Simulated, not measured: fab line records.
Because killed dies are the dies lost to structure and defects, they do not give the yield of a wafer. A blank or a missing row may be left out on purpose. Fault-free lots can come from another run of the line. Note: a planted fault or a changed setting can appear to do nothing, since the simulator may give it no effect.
Matching of chambers | flow nand-harc | NHARC_A_CHANNEL_FILL_D1_ALD_25 on ald-hk-03: 4 sister chambers
The step deposits SiOx, target thk 60 nm, pulse time 10 s, ald cycles 600. 8 wafers are shown with their chamber, then 8 later ones without.

WAFERS WITH THEIR CHAMBER
wafer  | chamber | heater-power-outer-w (W) | heater-power-w (W)
L080.6 | 0       | 246                      | 408
L084.3 | 2       | 268                      | 463
L084.4 | 0       | 240                      | 415
L084.6 | 2       | 272                      | 471
L085.3 | 1       | 243                      | 496
L085.2 | 3       | 306                      | 501
L085.6 | 1       | 253                      | 500
L088.4 | 3       | 308                      | 496

WAFERS WITHOUT THEIR CHAMBER
wafer  | heater-power-outer-w (W) | heater-power-w (W)
L088.2 | 268                      | 458
L088.5 | 311                      | 523
L091.4 | 248                      | 415
L091.5 | 252                      | 491
L091.6 | 245                      | 395
L097.1 | 273                      | 533
L097.3 | 267                      | 441
L097.6 | 256                      | 432

WHICH CHAMBER EACH ONE RAN IN
wafer  | from the rows above     | in truth
L088.2 | 2                       | 2
L088.5 | 3                       | 3
L091.4 | 0                       | 0
L091.5 | 1                       | 1
L091.6 | 0                       | 0
L097.1 | can't be placed: 1 or 3 | 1
L097.3 | 2                       | 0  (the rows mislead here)
L097.6 | 0                       | 0
Correct placement for 6 of the 8. These rows do not allow placing 1 (true chamber among the candidates in 1). Number placed wrongly: 1.
How it was worked out, from the rows above alone: a wafer's distance from a chamber is the root of the sum, over the readings, of the square of ((its reading less the chamber's mean) divided by the reading's scatter). The wafer belongs to the nearest chamber; if the next one is less than 2 further off, it can't be placed. The mean given for a chamber averages the wafers shown for that chamber. The scatter: take each reading less its chamber's mean, square it, sum over the shown wafers, divide by the number of wafers less the number of chambers, and take the root.
